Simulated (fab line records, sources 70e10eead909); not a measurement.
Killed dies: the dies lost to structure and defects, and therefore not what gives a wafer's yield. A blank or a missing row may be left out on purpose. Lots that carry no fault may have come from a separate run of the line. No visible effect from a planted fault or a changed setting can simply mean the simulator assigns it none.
fab line records	flow nand_harc
[record] lots = 12	wafers = 36	last_day = 33
route steps=1302 shown A_STAIRCASE@737 END@1302
lots that met no fault: taken from a fault-free run of the same line
start_h: hours from the record's opening day to when the first of the lot's shown wafers began	wait_h: how many hours have passed since the lot's step before this one	" the same as in the row above	L1.1+2: one row covering several wafers at once	- value missing, or start not given	* or withheld: withheld	< > ~ a bound
route shown NAME@n: names a module that has steps shown in the file, with the first one's number in the route	usual: mean and standard deviation over wafers with no fault	same: alike in all rows	chamber/n: place in a boat	sites: readings site by site	_std_site: the values' standard deviation	_edge_site: mean of outer sites minus mean of inner sites	radius_mm: how far each site lies from the wafer's centre	mask NAME#n: copy n	behind: tool/chamber where the wafer was last shaped	hold: cause of the lot's hold/its duration in hours/its outcome	device: transistor that didn't switch, given as n, p or np	end of line: the tests these same wafers got at the end of their route	where a step has no rows: the recipe by itself	killed: dies lost to structure and defects at the first sort, not the wafer's yield	map: the dies of a wafer, with x for killed, . for not killed, _ for no die there
set.NAME: the run value of the setting; set.NAME@STEP: its run value at that earlier step	model.NAME: the simulator's own value behind a step, which no gauge read
the route's steps for a sample of lots (tables are steps, rows are wafers)
services: the hour from which a tool's chamber was out of use, counted from the record's first day as start_h (under 0 if before that day), plus the number of hours and why
[[steps]]
[step NHARC_A_STAIRCASE_ETCH_223]
[recipe] target_depth_a = 1000	time_s = 40.5	ion_energy_ev = 400	c4f8_flow_sccm = 20	o2_flow_sccm = 10	ar_flow_sccm = withheld	rf_w = 600	bias_w = 1000	chemistry = C4F8/O2
[usual] oes_product_au = 0.942/0.015	rf_vpp_V = 894/5.7
lot.wafer	tool	chamber	start_h	wait_h	oes_product_au	rf_hours_counter_h	rf_vpp_V
L109.1	rie_diel-05	3	-	-	0.926	39	906
L109.6	"	3	"	"	0.926	-	905
L109.5	"	0	"	"	0.942	-	899
L111.1	rie_diel-10	2	-	-	0.934	40	888
L111.3	"	3	"	"	0.919	40	897
L111.5	"	2	"	"	0.934	-	885
L112.2	rie_diel-05	2	-	-	0.949	51	895
L112.1	"	3	"	"	0.920	54	905
L112.6	"	3	"	"	0.922	-	906
L114.2	rie_diel-04	3	-	-	0.946	17	900
L114.3	"	0	"	"	0.917	18	888
L114.4	"	1	"	"	0.933	16	897
L116.3	rie_diel-05	2	-	-	0.955	4	892
L116.4	"	1	"	"	0.928	-	891
L116.6	"	2	"	"	0.945	-	893
L117.2	rie_diel-04	1	-	-	0.943	24	899
L117.5	"	3	"	"	0.959	-	900
L117.6	"	0	"	"	0.930	-	888
L119.1	rie_diel-04	0	-	-	0.925	33	889
L119.4	"	1	"	"	0.941	30	898
L119.6	"	3	"	"	0.955	-	898
L121.3	rie_diel-04	1	-	-	0.951	32	899
L121.2	"	2	"	"	0.959	33	887
L121.1	"	0	"	"	0.930	34	888
L122.4	rie_diel-05	3	-	-	0.906	27	903
L122.3	"	0	"	"	0.925	29	898
L122.6	"	2	"	"	0.937	-	894
L127.1	rie_diel-05	1	-	-	0.960	39	891
L127.4	"	2	"	"	0.965	40	894
L127.3	"	3	"	"	0.927	41	904
L130.2	rie_diel-10	2	-	-	0.957	41	885
L130.3	"	0	"	"	0.919	49	886
L130.6	"	1	"	"	0.930	-	898
L132.1	rie_diel-04	0	-	-	0.940	18	887
L132.3	"	1	"	"	0.941	18	898
L132.6	"	3	"	"	0.954	-	897
[step NHARC_A_STAIRCASE_TRIM_229]
[recipe] time_s = 211.2	o2_flow_sccm = 500	ar_flow_sccm = 0	bias_w = 0	chemistry = O2
[usual] drypump_motor_current_A = 5.8/0.48	oes_product_au = 0.998/0.013	rf_vpp_V = 57.6/0.85	showerhead_plenum_p_Torr = 3.47/0.15	throttle_valve_pct = 17.036/0.0087
lot.wafer	tool	chamber	start_h	wait_h	drypump_motor_current_A	oes_product_au	rf_hours_counter_h	rf_vpp_V	showerhead_plenum_p_Torr	throttle_valve_pct
L109.1	rie_diel-10	0	356.31	0.1	6.1	0.999	32	57.7	3.31	17.031
L109.6	"	2	"	"	5.5	0.997	-	56.0	3.31	17.037
L109.5	"	3	"	"	6.1	0.991	-	58.6	3.53	17.046
L111.3	rie_diel-05	2	382.03	0.1	5.5	1.002	46	57.6	3.46	17.038
L111.1	"	3	"	"	5.7	0.987	49	58.1	3.78	17.044
L111.5	"	1	"	"	5.2	0.994	-	57.2	3.44	17.030
L112.1	rie_diel-05	3	401.32	0.1	5.6	0.973	54	58.0	3.78	17.027
L112.2	"	1	"	"	5.1	0.988	52	57.2	3.44	17.040
L112.6	"	2	"	"	5.5	1.000	-	57.4	3.46	17.033
L114.3	rie_diel-10	0	415.76	0.1	6.1	0.997	55	58.0	3.30	17.031
L114.4	"	2	"	"	5.5	0.998	54	57.3	3.29	17.028
L114.2	"	3	"	"	6.1	0.973	55	57.6	3.52	17.025
L116.3	rie_diel-04	3	426.38	0.1	6.6	1.014	24	58.3	3.61	17.033
L116.4	"	0	"	"	5.3	0.983	22	57.2	3.32	17.041
L116.6	"	2	"	"	5.8	1.017	-	56.8	3.32	17.030
L117.2	rie_diel-05	1	437.59	0.1	5.1	1.005	9	58.6	3.43	17.049
L117.6	"	0	"	"	5.8	1.007	-	57.5	3.58	17.023
L117.5	"	1	"	"	5.1	1.010	-	58.0	3.43	17.020
L119.4	rie_diel-04	3	459.78	0.1	6.6	1.012	35	60.1	3.61	17.038
L119.1	"	0	"	"	5.3	0.989	33	56.7	3.31	17.030
L119.6	"	2	"	"	5.8	1.014	-	57.5	3.31	17.040
L121.2	rie_diel-10	1	466.15	0.1	5.2	1.001	12	58.7	3.64	17.033
L121.1	"	3	"	"	6.1	1.001	11	57.4	3.51	17.022
L121.3	"	0	"	"	6.1	0.978	13	56.8	3.29	17.032
L122.4	rie_diel-05	1	504.38	0.1	5.1	1.003	29	56.4	3.42	17.040
L122.3	"	3	"	"	5.7	0.969	27	59.6	3.76	17.047
L122.6	"	1	"	"	5.1	1.002	-	57.4	3.42	17.025
L127.1	rie_diel-10	1	552.38	0.1	5.2	0.984	39	58.6	3.62	17.034
L127.3	"	2	"	"	5.5	1.009	38	57.0	3.27	17.040
L127.4	"	3	"	"	6.1	1.178	47	58.4	3.49	17.044
L130.2	rie_diel-10	2	565.60	0.1	5.6	1.000	45	57.0	3.27	17.045
L130.3	"	3	"	"	6.1	0.987	52	57.0	3.49	17.031
L130.6	"	0	"	"	6.1	1.181	-	57.3	3.27	17.041
L132.1	rie_diel-04	1	592.54	0.1	6.6	1.011	18	57.6	3.58	17.038
L132.3	"	0	"	"	5.4	0.983	18	57.6	3.29	17.041
L132.6	"	1	"	"	6.6	1.018	-	58.1	3.58	17.014
[step NHARC_A_STAIRCASE_ETCH_230]
[recipe] target_depth_a = 1000	time_s = 40.5	ion_energy_ev = 400	c4f8_flow_sccm = 20	o2_flow_sccm = 10	ar_flow_sccm = withheld	rf_w = 600	bias_w = 1000	chemistry = C4F8/O2
[usual] oes_product_au = 0.949/0.017	rf_vpp_V = 894/5.6
lot.wafer	tool	chamber	start_h	wait_h	oes_product_au	rf_hours_counter_h	rf_vpp_V
L109.1	rie_diel-10	1	-	-	0.971	33	901
L109.6	"	1	"	"	0.968	-	900
L109.5	"	2	"	"	0.967	-	889
L111.1	rie_diel-05	2	-	-	0.966	46	893
L111.3	"	3	"	"	0.952	49	903
L111.5	"	1	"	"	0.955	-	892
L112.2	rie_diel-05	2	-	-	0.955	52	895
L112.1	"	3	"	"	0.932	54	904
L112.6	"	2	"	"	0.962	-	894
L114.3	rie_diel-10	0	-	-	0.925	55	887
L114.2	"	2	"	"	0.919	54	887
L114.4	"	3	"	"	0.902	55	895
L116.3	rie_diel-04	3	-	-	0.970	24	900
L116.4	"	1	"	"	0.951	21	898
L116.6	"	2	"	"	0.981	-	888
L117.2	rie_diel-05	0	-	-	0.938	9	897
L117.5	"	3	"	"	0.936	-	906
L117.6	"	0	"	"	0.940	-	898
L119.1	rie_diel-04	2	-	-	0.970	32	889
L119.4	"	0	"	"	0.943	33	886
L119.6	"	1	"	"	0.963	-	899
L121.2	rie_diel-10	1	-	-	0.964	12	899
L121.3	"	2	"	"	0.970	11	887
L121.1	"	3	"	"	0.963	11	895
L122.3	rie_diel-05	2	-	-	0.968	28	891
L122.4	"	0	"	"	0.943	30	896
L122.6	"	2	"	"	0.958	-	892
L127.1	rie_diel-10	3	-	-	0.980	47	894
L127.3	"	0	"	"	0.976	47	886
L127.4	"	2	"	"	0.971	38	887
L130.3	rie_diel-10	2	-	-	0.939	45	887
L130.2	"	1	"	"	0.924	46	901
L130.6	"	3	"	"	0.935	-	894
L132.3	rie_diel-04	0	-	-	0.933	18	888
L132.1	"	1	"	"	0.948	19	899
L132.6	"	2	"	"	0.936	-	887
[step NHARC_A_STAIRCASE_ETCH_234]
[recipe] target_depth_a = 1000	time_s = 40.5	ion_energy_ev = 400	c4f8_flow_sccm = 20	o2_flow_sccm = 10	ar_flow_sccm = withheld	rf_w = 600	bias_w = 1000	chemistry = C4F8/O2
[usual] oes_product_au = 0.944/0.015	rf_vpp_V = 894/5.8
lot.wafer	tool	chamber	start_h	wait_h	oes_product_au	rf_hours_counter_h	rf_vpp_V
L109.1	rie_diel-10	0	-	-	0.927	34	889
L109.5	"	1	"	"	0.918	-	901
L109.6	"	2	"	"	0.927	-	888
L111.1	rie_diel-05	0	-	-	0.944	43	899
L111.3	"	2	"	"	0.961	46	895
L111.5	"	0	"	"	0.952	-	899
L112.2	rie_diel-05	2	-	-	0.953	52	894
L112.1	"	0	"	"	0.938	50	899
L112.6	"	1	"	"	0.937	-	891
L114.3	rie_diel-10	3	-	-	0.909	55	895
L114.4	"	0	"	"	0.927	56	886
L114.2	"	2	"	"	0.926	54	888
L116.4	rie_diel-04	2	-	-	0.974	22	887
L116.3	"	0	"	"	0.936	22	888
L116.6	"	3	"	"	0.986	-	901
L117.2	rie_diel-05	2	-	-	0.964	6	894
L117.5	"	0	"	"	0.956	-	899
L117.6	"	1	"	"	0.941	-	893
L119.4	rie_diel-04	0	-	-	0.931	33	888
L119.1	"	1	"	"	0.940	31	900
L119.6	"	3	"	"	0.968	-	900
L121.2	rie_diel-10	0	-	-	0.944	13	887
L121.3	"	2	"	"	0.940	11	887
L121.1	"	3	"	"	0.953	12	896
L122.3	rie_diel-05	0	-	-	0.938	30	897
L122.4	"	2	"	"	0.966	28	893
L122.6	"	3	"	"	0.921	-	904
L127.1	rie_diel-10	3	-	-	0.950	47	894
L127.3	"	0	"	"	0.945	47	885
L127.4	"	2	"	"	0.949	38	886
L130.3	rie_diel-10	3	-	-	0.934	52	896
L130.2	"	2	"	"	0.932	45	887
L130.6	"	3	"	"	0.935	-	894
L132.3	rie_diel-04	2	-	-	0.937	18	887
L132.1	"	3	"	"	0.958	18	899
L132.6	"	2	"	"	0.937	-	887
[step NHARC_END_SORT_01]
[recipe] temp_c = 25
[usual] killed_at_array = 52/17	killed_at_other = 1.2/1.4	killed_at_periphery = 4.7/2.9	killed_dies = 58/17	killed_open = 3.2/1.9	killed_short = 2.4/1.4
[same] gross_dies = 677
lot.wafer	tool	chamber	start_h	wait_h	hold	killed_at_array	killed_at_other	killed_at_periphery	killed_dies	killed_open	killed_short
L109.1	prober-02	0	549.16	2.5	-	67	0	7	74	3	2
L109.5	prober-02	0	552.36	3.7	-	69	0	6	75	1	1
L109.6	prober-02	0	553.16	4.0	-	63	2	2	67	2	1
L111.1	prober-02	0	576.77	2.5	-	44	0	4	48	0	2
L111.3	prober-02	0	578.38	3.1	-	53	0	3	56	3	2
L111.5	prober-02	0	579.99	3.7	-	39	1	5	45	6	4
L112.1	prober-02	0	598.72	2.5	-	73	2	2	77	2	1
L112.2	prober-02	0	599.51	2.8	-	41	0	1	42	2	3
L112.6	prober-02	0	602.67	3.9	-	47	1	2	50	3	4
L114.2	prober-02	0	625.66	2.8	-	33	0	3	36	3	2
L114.3	prober-02	0	626.47	3.1	-	46	0	5	51	0	2
L114.4	prober-02	0	627.28	3.4	-	33	0	6	39	3	2
L116.3	prober-01	0	629.77	3.1	-	49	2	11	62	9	5
L116.4	prober-01	0	630.56	3.4	-	51	2	4	57	5	3
L116.6	prober-01	0	632.16	4.0	-	31	1	8	40	2	5
L117.2	prober-02	0	643.63	2.8	-	69	0	2	71	2	1
L117.5	prober-02	0	646.03	3.7	-	81	0	6	87	8	3
L117.6	prober-02	0	646.83	4.0	-	63	0	2	65	1	2
L119.1	prober-01	0	655.59	2.5	-	51	3	9	63	3	1
L119.4	prober-01	0	657.97	3.4	-	39	2	9	50	3	3
L119.6	prober-01	0	659.57	4.0	-	67	0	11	78	7	4
L121.1	prober-02	0	668.52	2.5	-	40	2	3	45	2	3
L121.2	prober-02	0	669.32	2.8	-	41	0	2	43	3	2
L121.3	prober-02	0	670.11	3.1	-	42	0	5	47	1	2
L122.3	prober-01	0	707.41	3.1	-	47	1	2	50	1	1
L122.4	prober-01	0	708.21	3.4	-	60	1	3	64	3	2
L122.6	prober-01	0	709.80	4.0	-	63	0	3	66	7	4
L127.1	prober-02	0	764.96	2.5	await_dispo/3.5h/release	37	0	4	41	3	3
L127.3	prober-02	0	766.54	3.1	await_dispo/3.5h/release	25	1	8	34	1	3
L127.4	prober-02	0	767.33	3.4	await_dispo/3.5h/release	499	3	8	510	2	2
L130.2	prober-02	0	773.68	2.8	await_dispo/4.5h/release	45	0	2	47	1	1
L130.3	prober-02	0	774.48	3.1	await_dispo/4.5h/release	39	2	8	49	6	3
L130.6	prober-02	0	776.88	4.0	await_dispo/4.5h/release	583	4	2	589	1	1
L132.1	prober-01	0	789.66	2.5	-	43	0	3	46	4	3
L132.3	prober-01	0	791.24	3.1	-	37	0	3	40	2	1
L132.6	prober-01	0	793.61	4.0	-	50	0	2	52	2	1
// killed by level:class
L109.1 A_CHANNEL_HOLE_D1:chamber_film_flake=29 A_CHANNEL_HOLE_D2:chamber_film_flake=13 A_SLIT:chamber_film_flake=11 A_STAIRCASE:chamber_film_flake=4 A_CONTACT:chamber_film_flake=3 P_STI:chamber_film_flake=2 P_BONDPAD:chamber_film_flake=2 P_BONDPAD:geometric_particle:open=1
L109.5 A_CHANNEL_HOLE_D2:chamber_film_flake=22 A_SLIT:chamber_film_flake=19 A_CHANNEL_HOLE_D1:chamber_film_flake=15 P_BONDPAD:chamber_film_flake=5 A_STAIRCASE:chamber_film_flake=5 A_DECK1_JOINT:chamber_film_flake=2 A_CHANNEL_FILL_D2:chamber_film_flake=2 A_CHANNEL_HOLE_D1:geometric_particle:short=1
L109.6 A_CHANNEL_HOLE_D1:chamber_film_flake=19 A_SLIT:chamber_film_flake=17 A_CHANNEL_HOLE_D2:chamber_film_flake=16 A_STAIRCASE:chamber_film_flake=6 THIN_TSV:chamber_film_flake=2 P_M2:geometric_particle:open=1 A_CHANNEL_FILL_D1:geometric_particle:open=1 A_ONON_D2:geometric_particle:short=1
L111.1 A_CHANNEL_HOLE_D2:chamber_film_flake=18 A_CHANNEL_HOLE_D1:chamber_film_flake=17 A_WL_FILL:chamber_film_flake=3 A_CONTACT:chamber_film_flake=3 P_CONTACT:chamber_film_flake=2 P_GATE:geometric_particle:short=1 A_ONON_D1:geometric_particle:short=1 P_ZERO_WELL:chamber_film_flake=1
L111.3 A_CHANNEL_HOLE_D2:chamber_film_flake=22 A_CHANNEL_HOLE_D1:chamber_film_flake=19 A_ZERO_WELL:chamber_film_flake=3 P_CONTACT:chamber_film_flake=2 A_CONTACT:chamber_film_flake=2 A_STAIRCASE:chamber_film_flake=2 P_GATE:geometric_particle:open=1 A_CHANNEL_FILL_D2:geometric_particle:open=1
L111.5 A_CHANNEL_HOLE_D1:chamber_film_flake=13 A_CHANNEL_HOLE_D2:chamber_film_flake=9 A_WL_FILL:chamber_film_flake=4 P_GATE:geometric_particle:open=2 P_GATE:chamber_film_flake=2 A_DECK1_JOINT:chamber_film_flake=2 A_CONTACT:chamber_film_flake=2 P_M0:geometric_particle:open=1
L112.1 A_SLIT:chamber_film_flake=35 A_CHANNEL_HOLE_D2:chamber_film_flake=26 A_STAIRCASE:chamber_film_flake=4 A_CONTACT:chamber_film_flake=3 P_M2:chamber_film_flake=2 THIN_TSV:chamber_film_flake=2 A_CHANNEL_FILL_D1:geometric_particle:open=1 A_ONON_D2:geometric_particle:open=1
L112.2 A_SLIT:chamber_film_flake=17 A_CHANNEL_HOLE_D2:chamber_film_flake=14 A_CHANNEL_FILL_D1:geometric_particle:open=1 A_DECK1_JOINT:geometric_particle:short=1 A_CHANNEL_FILL_D2:geometric_particle:short=1 A_CONTACT:geometric_particle:open=1 A_BLC:geometric_particle:short=1 P_CONTACT:chamber_film_flake=1
L112.6 A_CHANNEL_HOLE_D2:chamber_film_flake=15 A_SLIT:chamber_film_flake=15 A_STAIRCASE:chamber_film_flake=7 A_CHANNEL_FILL_D1:geometric_particle:short=2 A_CHANNEL_HOLE_D1:chamber_film_flake=2 P_GATE:geometric_particle:short=1 A_CHANNEL_FILL_D1:geometric_particle:open=1 A_ONON_D2:geometric_particle:open=1
L114.2 A_CHANNEL_HOLE_D2:chamber_film_flake=19 A_STAIRCASE:chamber_film_flake=4 A_CHANNEL_HOLE_D1:chamber_film_flake=3 A_DECK1_JOINT:chamber_film_flake=2 P_BONDPAD:geometric_particle:open=1 A_DECK1_JOINT:geometric_particle:open=1 A_ONON_D2:geometric_particle:open=1 A_CHANNEL_FILL_D2:geometric_particle:short=1
L114.3 A_CHANNEL_HOLE_D2:chamber_film_flake=35 P_GATE:chamber_film_flake=4 A_CHANNEL_HOLE_D1:chamber_film_flake=3 A_DECK1_JOINT:chamber_film_flake=3 A_CHANNEL_FILL_D2:geometric_particle:short=1 A_STAIRCASE:geometric_particle:short=1 P_M2:chamber_film_flake=1 A_STAIRCASE:chamber_film_flake=1
L114.4 A_CHANNEL_HOLE_D2:chamber_film_flake=19 A_CHANNEL_HOLE_D1:chamber_film_flake=3 A_CONTACT:chamber_film_flake=3 P_M2:chamber_film_flake=2 A_DECK1_JOINT:chamber_film_flake=2 P_STI:geometric_particle:short=1 A_ONON_D1:geometric_particle:open=1 A_DECK1_JOINT:geometric_particle:open=1
L116.3 A_SLIT:chamber_film_flake=21 A_CONTACT:chamber_film_flake=7 A_CHANNEL_HOLE_D2:chamber_film_flake=6 A_WL_FILL:geometric_particle:short=3 P_STI:chamber_film_flake=3 P_GATE:chamber_film_flake=3 P_M0:geometric_particle:open=2 A_ONON_D2:geometric_particle:open=2
L116.4 A_SLIT:chamber_film_flake=24 A_CONTACT:chamber_film_flake=7 A_CHANNEL_HOLE_D2:chamber_film_flake=6 A_STAIRCASE:chamber_film_flake=4 P_STI:chamber_film_flake=3 A_ONON_D2:geometric_particle:open=2 A_DECK1_JOINT:chamber_film_flake=2 THIN_TSV:chamber_film_flake=2
L116.6 A_SLIT:chamber_film_flake=16 A_CHANNEL_HOLE_D2:chamber_film_flake=5 A_CONTACT:chamber_film_flake=3 P_GATE:chamber_film_flake=2 P_BONDPAD:chamber_film_flake=2 A_DECK1_JOINT:chamber_film_flake=2 P_GATE:geometric_particle:open=1 P_GATE:geometric_particle:short=1
L117.2 A_SLIT:chamber_film_flake=30 A_CHANNEL_HOLE_D2:chamber_film_flake=15 A_CHANNEL_HOLE_D1:chamber_film_flake=14 A_DECK1_JOINT:chamber_film_flake=2 A_STAIRCASE:chamber_film_flake=2 A_WL_FILL:chamber_film_flake=2 P_CONTACT:geometric_particle:open=1 A_DECK1_JOINT:geometric_particle:open=1
L117.5 A_SLIT:chamber_film_flake=23 A_CHANNEL_HOLE_D2:chamber_film_flake=22 A_CHANNEL_HOLE_D1:chamber_film_flake=22 P_M0:geometric_particle:open=3 A_CONTACT:chamber_film_flake=3 A_M0:geometric_particle:short=2 A_M0:geometric_particle:open=2 A_CHANNEL_FILL_D2:chamber_film_flake=2
L117.6 A_SLIT:chamber_film_flake=32 A_CHANNEL_HOLE_D2:chamber_film_flake=13 A_CHANNEL_HOLE_D1:chamber_film_flake=12 P_GATE:chamber_film_flake=2 A_CONTACT:chamber_film_flake=2 A_ONON_D2:geometric_particle:short=1 A_CHANNEL_FILL_D2:geometric_particle:open=1 A_WL_FILL:geometric_particle:short=1
L119.1 A_SLIT:chamber_film_flake=31 A_CONTACT:chamber_film_flake=9 P_GATE:chamber_film_flake=7 A_CHANNEL_HOLE_D1:chamber_film_flake=4 THIN_TSV:chamber_film_flake=3 P_M1:geometric_particle:short=1 A_CHANNEL_FILL_D1:geometric_particle:open=1 A_DECK1_JOINT:geometric_particle:open=1
L119.4 A_SLIT:chamber_film_flake=21 P_GATE:chamber_film_flake=9 A_CONTACT:chamber_film_flake=6 A_CHANNEL_HOLE_D1:chamber_film_flake=4 A_ONON_D1:geometric_particle:open=2 A_CHANNEL_FILL_D2:geometric_particle:short=2 THIN_TSV:chamber_film_flake=2 A_SGD_CUT:geometric_particle:short=1
L119.6 A_SLIT:chamber_film_flake=38 A_CONTACT:chamber_film_flake=10 P_GATE:chamber_film_flake=7 A_CHANNEL_HOLE_D1:chamber_film_flake=4 A_CHANNEL_FILL_D2:geometric_particle:open=2 A_M0:geometric_particle:open=2 P_STI:chamber_film_flake=2 P_M0:geometric_particle:open=1
L121.1 A_CHANNEL_HOLE_D2:chamber_film_flake=14 A_CONTACT:chamber_film_flake=9 A_WL_FILL:chamber_film_flake=5 A_CHANNEL_HOLE_D1:chamber_film_flake=4 A_STAIRCASE:chamber_film_flake=2 A_SLIT:chamber_film_flake=2 THIN_TSV:chamber_film_flake=2 P_CONTACT:geometric_particle:short=1
L121.2 A_CHANNEL_HOLE_D2:chamber_film_flake=15 A_CHANNEL_HOLE_D1:chamber_film_flake=8 A_STAIRCASE:chamber_film_flake=3 A_SLIT:chamber_film_flake=3 A_WL_FILL:chamber_film_flake=3 A_CONTACT:chamber_film_flake=3 P_GATE:geometric_particle:open=1 P_M0:geometric_particle:open=1
L121.3 A_CHANNEL_HOLE_D2:chamber_film_flake=13 A_CONTACT:chamber_film_flake=10 A_CHANNEL_HOLE_D1:chamber_film_flake=9 A_WL_FILL:chamber_film_flake=5 P_CONTACT:chamber_film_flake=2 P_STI:chamber_film_flake=2 A_SLIT:chamber_film_flake=2 A_CHANNEL_FILL_D2:geometric_particle:short=1
L122.3 A_CHANNEL_HOLE_D1:chamber_film_flake=18 A_CHANNEL_HOLE_D2:chamber_film_flake=17 A_CONTACT:chamber_film_flake=7 A_SLIT:chamber_film_flake=2 P_CONTACT:geometric_particle:open=1 A_CHANNEL_HOLE_D2:geometric_particle:short=1 P_ZERO_WELL:chamber_film_flake=1 A_STAIRCASE:chamber_film_flake=1
L122.4 A_CHANNEL_HOLE_D1:chamber_film_flake=28 A_CHANNEL_HOLE_D2:chamber_film_flake=16 A_CONTACT:chamber_film_flake=7 A_ZERO_WELL:chamber_film_flake=2 P_CONTACT:geometric_particle:open=1 P_M0:geometric_particle:open=1 P_M1:geometric_particle:short=1 A_CHANNEL_HOLE_D1:geometric_particle:open=1
L122.6 A_CHANNEL_HOLE_D1:chamber_film_flake=21 A_CHANNEL_HOLE_D2:chamber_film_flake=20 A_CONTACT:chamber_film_flake=7 A_M1:chamber_film_flake=4 A_WL_FILL:geometric_particle:open=2 A_CONTACT:geometric_particle:open=2 P_M0:geometric_particle:open=1 P_M1:geometric_particle:short=1
L127.1 A_CHANNEL_HOLE_D1:chamber_film_flake=12 A_CONTACT:chamber_film_flake=10 A_SLIT:chamber_film_flake=4 A_WL_FILL:chamber_film_flake=4 P_BONDPAD:chamber_film_flake=3 A_ONON_D1:geometric_particle:open=2 A_STAIRCASE:chamber_film_flake=2 P_M0:geometric_particle:open=1
L127.3 A_CHANNEL_HOLE_D1:chamber_film_flake=12 A_CONTACT:chamber_film_flake=6 P_BONDPAD:chamber_film_flake=5 A_SLIT:chamber_film_flake=3 P_M0:geometric_particle:short=1 A_CHANNEL_FILL_D1:geometric_particle:open=1 A_ONON_D2:geometric_particle:short=1 A_SGD_CUT:geometric_particle:short=1
L127.4 A_STAIRCASE:area_trim=465 A_CHANNEL_HOLE_D1:chamber_film_flake=13 P_BONDPAD:chamber_film_flake=6 A_SLIT:chamber_film_flake=6 A_CONTACT:chamber_film_flake=5 A_ZERO_WELL:chamber_film_flake=2 A_DECK1_JOINT:chamber_film_flake=2 A_STAIRCASE:chamber_film_flake=2
L130.2 A_CHANNEL_HOLE_D1:chamber_film_flake=18 A_SLIT:chamber_film_flake=13 A_M1:chamber_film_flake=6 A_STAIRCASE:chamber_film_flake=4 A_DECK1_JOINT:chamber_film_flake=2 A_DECK1_JOINT:geometric_particle:short=1 A_WL_FILL:geometric_particle:open=1 P_STI:chamber_film_flake=1
L130.3 A_CHANNEL_HOLE_D1:chamber_film_flake=23 A_STAIRCASE:chamber_film_flake=4 A_SLIT:chamber_film_flake=4 P_CONTACT:geometric_particle:open=2 P_M2:chamber_film_flake=2 A_CONTACT:chamber_film_flake=2 THIN_TSV:chamber_film_flake=2 P_CONTACT:geometric_particle:short=1
L130.6 A_STAIRCASE:area_trim=556 A_CHANNEL_HOLE_D1:chamber_film_flake=12 A_SLIT:chamber_film_flake=4 THIN_TSV:chamber_film_flake=4 A_CONTACT:chamber_film_flake=3 A_M1:chamber_film_flake=3 A_STAIRCASE:chamber_film_flake=2 P_STI:geometric_particle:short=1
L132.1 A_SLIT:chamber_film_flake=25 A_CONTACT:chamber_film_flake=6 A_CHANNEL_HOLE_D2:chamber_film_flake=5 A_WL_FILL:geometric_particle:open=2 P_GATE:chamber_film_flake=2 A_ONON_D2:geometric_particle:short=1 A_CHANNEL_FILL_D2:geometric_particle:open=1 A_SGD_CUT:geometric_particle:short=1
L132.3 A_SLIT:chamber_film_flake=21 A_CHANNEL_HOLE_D2:chamber_film_flake=6 A_WL_FILL:chamber_film_flake=3 A_CONTACT:chamber_film_flake=3 A_ONON_D1:geometric_particle:open=1 A_DECK1_JOINT:geometric_particle:short=1 A_WL_FILL:geometric_particle:open=1 P_ZERO_WELL:chamber_film_flake=1
L132.6 A_SLIT:chamber_film_flake=35 A_CHANNEL_HOLE_D2:chamber_film_flake=4 A_DECK1_JOINT:chamber_film_flake=2 A_CONTACT:chamber_film_flake=2 A_ONON_D2:geometric_particle:open=1 A_SGD_CUT:geometric_particle:open=1 A_WL_FILL:geometric_particle:short=1 P_STI:chamber_film_flake=1
[[services]]
tool	chamber	start_h	hours	kind
rie_diel-04	-	332.47	2.3	repair
rie_diel-05	0	339.16	-	clean
rie_diel-05	1	339.16	-	clean
rie_diel-05	2	339.16	-	clean
rie_diel-05	3	339.16	-	clean
rie_diel-10	0	352.62	-	clean
rie_diel-10	1	352.62	-	clean
rie_diel-10	2	352.62	-	clean
rie_diel-10	3	352.62	-	clean
rie_diel-04	-	355.68	9.0	pm
rie_diel-10	1	362.18	7.1	repair
rie_diel-05	0	363.66	-	clean
rie_diel-05	1	363.66	-	clean
rie_diel-04	2	384.20	2.6	repair
rie_diel-05	-	410.51	9.0	pm
rie_diel-10	-	421.86	9.0	pm
rie_diel-05	3	424.54	4.8	repair
rie_diel-10	1	482.68	6.5	repair
rie_diel-04	3	494.50	4.0	repair
rie_diel-04	-	532.68	9.0	pm
rie_diel-10	2	543.91	4.8	repair
rie_diel-05	-	561.39	0.7	repair
rie_diel-05	1	576.02	10.6	repair
rie_diel-05	-	587.51	9.0	pm
[[key]]
[first_sign] step = NHARC_A_STAIRCASE_TRIM_229	reading = oes_product_au	direction = up	sigmas = 14	usual = 0.998	struck = 1.179
[effect] step = NHARC_END_SORT_01	reading = killed_at_array	direction = up	sigmas = 29	usual = 52	struck = 541
[more_kills_born_at] NHARC_A_STAIRCASE_TRIM_229@rie_diel-10 = 1021
met_at NHARC_A_STAIRCASE_TRIM_229
struck_lots L127,L130
struck_wafers L127.4,L130.6
later_rows_left_out L127.4,L130.6
tester_left_out L127,L130
not_acting_at NHARC_A_STAIRCASE_ETCH_223,NHARC_A_STAIRCASE_ETCH_230,NHARC_A_STAIRCASE_ETCH_234
onset_between 466.15 552.38
[fault] kind = process_parameter_drift	tool = rie_diel-10	chamber = -	onset_h = 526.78	steps = NHARC_A_STAIRCASE_TRIM_229	channel = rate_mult	offset = 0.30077	shape = step	end_h = 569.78	scope = struck_wafers_only
// tester_left_out: of these lots the tester's yield and bins aren't shown, on N5 and GAA mostly nor the transistor test; their killed dies are dies lost to structure and defects alone, not to doping, threshold or leakage, so they don't give the yield
// later_rows_left_out: the simulator's readings of these wafers behind a module that went badly wrong aren't trusted and aren't shown, but for the sort
